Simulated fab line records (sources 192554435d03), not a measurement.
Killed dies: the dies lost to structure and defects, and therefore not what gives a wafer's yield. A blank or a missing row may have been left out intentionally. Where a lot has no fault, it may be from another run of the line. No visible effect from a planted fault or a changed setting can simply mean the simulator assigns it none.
Matching of chambers + flow n5Finfet + N5_PMOS_HMC_CHANNEL_EPI_ETCH_32 on rieDiel-01: 4 sister chambers
The step etches BARC in N2/H2, stops on SiO2, target depth 85.8 nm, time 50.3 s. 14 wafers are shown with their chamber, then 7 later ones without.

== WAFERS, EACH WITH ITS CHAMBER ==
| wafer  | chamber | showerheadPlenumPTorr (Torr) | throttleValvePct (%) | oesProductAu (a.u.) |
|--------|---------|------------------------------|----------------------|---------------------|
| L074.3 | 0       | 2.40                         | 17.90                | 0.59                |
| L074.4 | 0       | 2.40                         | 17.89                | 0.58                |
| L074.5 | 3       | 2.48                         | 17.60                | 0.71                |
| L082.1 | 0       | 2.40                         | 17.92                | 0.58                |
| L082.5 | 1       | 2.62                         | 18.20                | 0.59                |
| L082.6 | 2       | 2.51                         | 18.22                | 0.60                |
| L087.1 | 3       | 2.47                         | 17.64                | 0.69                |
| L087.2 | 2       | 2.51                         | 18.22                | 0.60                |
| L087.6 | 2       | 2.51                         | 18.23                | 0.59                |
| L089.2 | 1       | 2.62                         | 18.20                | 0.59                |
| L089.3 | 3       | 2.47                         | 17.64                | 0.69                |
| L089.5 | 2       | 2.51                         | 18.23                | 0.59                |
| L090.3 | 3       | 2.47                         | 17.64                | 0.68                |
| L090.4 | 1       | 2.62                         | 18.20                | 0.59                |

SIGNATURES (means of the wafers above)
| reading               | chamber 0 | chamber 1 | chamber 2 | chamber 3 | scatter within a chamber |
|-----------------------|-----------|-----------|-----------|-----------|--------------------------|
| showerheadPlenumPTorr | 2.4000    | 2.6200    | 2.5100    | 2.4725    | 0.00274                  |
| throttleValvePct      | 17.9033   | 18.2000   | 18.2250   | 17.6300   | 0.0133                   |
| oesProductAu          | 0.5833    | 0.5900    | 0.5950    | 0.6925    | 0.00801                  |
Rule: a wafer lies at a distance from a chamber equal to the root of the sum of squares, over the readings, of (its reading less the chamber's mean, divided by the reading's scatter). The wafer belongs to the nearest chamber; if the next one is less than 2 further off, it can't be placed. How the scatter is found: for the shown wafers, subtract from each reading the mean of its chamber, square and add these, divide the total by (wafers less chambers), then take the root.

== WAFERS WHOSE CHAMBER IS MISSING ==
| wafer  | showerheadPlenumPTorr (Torr) | throttleValvePct (%) | oesProductAu (a.u.) |
|--------|------------------------------|----------------------|---------------------|
| L090.5 | 2.47                         | 17.65                | 0.68                |
| L096.3 | 2.50                         | 18.26                | 0.58                |
| L096.4 | 2.50                         | 18.26                | 0.59                |
| L096.5 | 2.46                         | 17.68                | 0.67                |
| L097.2 | 2.50                         | 18.27                | 0.58                |
| L097.3 | 2.46                         | 17.69                | 0.68                |
| L097.4 | 2.46                         | 17.67                | 0.67                |

== CHAMBER TAKEN BY EACH ==
| wafer  | from the rows above | in truth |
|--------|---------------------|----------|
| L090.5 | 3                   | 3        |
| L096.3 | 2                   | 2        |
| L096.4 | 2                   | 2        |
| L096.5 | 3                   | 3        |
| L097.2 | 2                   | 2        |
| L097.3 | 3                   | 3        |
| L097.4 | 3                   | 3        |
Placed correctly: 7 of 7. Number that these rows cannot place: 0. Number placed wrongly: 0.
